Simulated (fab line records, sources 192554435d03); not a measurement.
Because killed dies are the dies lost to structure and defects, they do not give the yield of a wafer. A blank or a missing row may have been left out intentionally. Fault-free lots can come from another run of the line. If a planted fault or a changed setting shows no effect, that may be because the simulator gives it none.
Chamber matching -- flow n5Finfet -- 4 sister chambers for N5_BEOL_M6_STRIP_36 on rieDiel-06
The step strips in N2/H2. 18 wafers are shown with their chamber, then 9 later ones without.

== WAFERS, EACH WITH ITS CHAMBER ==
wafer,chamber,drypumpMotorCurrentA (A),showerheadPlenumPTorr (Torr),throttleValvePct (%)
L075.1,2,6.1,2.48,23.65
L075.4,2,6.1,2.48,23.64
L075.5,0,5.8,2.52,23.63
L074.1,2,6.1,2.48,23.59
L074.3,3,5.0,2.52,23.94
L074.6,2,6.1,2.48,23.61
L076.2,2,6.1,2.48,23.65
L076.3,1,5.3,2.60,23.55
L076.6,2,6.1,2.48,23.60
L082.2,1,5.3,2.59,23.57
L082.3,2,6.1,2.47,23.66
L082.6,3,5.0,2.51,23.96
L083.1,0,5.8,2.50,23.63
L083.2,1,5.3,2.59,23.58
L083.4,1,5.3,2.59,23.59
L092.1,0,5.8,2.50,23.65
L092.4,3,4.9,2.50,23.63
L092.6,0,5.8,2.50,23.68

SIGNATURES, as means of the wafers listed above
reading,chamber 0,chamber 1,chamber 2,chamber 3,scatter within a chamber
drypumpMotorCurrentA,5.800,5.300,6.100,4.967,0.0218
showerheadPlenumPTorr,2.5050,2.5925,2.4786,2.5100,0.00687
throttleValvePct,23.6475,23.5725,23.6286,23.8433,0.0735
Rule: a wafer's distance from a chamber is the root of the sum, over the readings, of the square of ((its reading less the chamber's mean) divided by the reading's scatter). If the next closest chamber is less than 2 further off than the closest, the wafer can't be placed; otherwise it belongs to the closest. The scatter: the root of (the sum of the squares of (reading less its chamber's mean) over the shown wafers, divided by (wafers less chambers)).

== WAFERS WITH NO CHAMBER GIVEN ==
wafer,drypumpMotorCurrentA (A),showerheadPlenumPTorr (Torr),throttleValvePct (%)
L090.2,5.8,2.50,23.63
L090.5,5.3,2.58,23.60
L090.6,6.1,2.46,23.65
L093.3,5.8,2.50,23.43
L093.4,6.1,2.45,23.69
L093.6,6.1,2.46,23.69
L096.2,5.3,2.58,23.62
L096.4,5.8,2.50,23.47
L096.5,5.3,2.58,23.64

== WHICH CHAMBER EACH ONE RAN IN ==
wafer,from the rows above,in truth
L090.2,0,0
L090.5,1,1
L090.6,2,2
L093.3,0,0
L093.4,2,2
L093.6,2,2
L096.2,1,1
L096.4,0,0
L096.5,1,1
Correct placement for 9 of the 9. Left unplaced by these rows: 0. Number placed wrongly: 0.
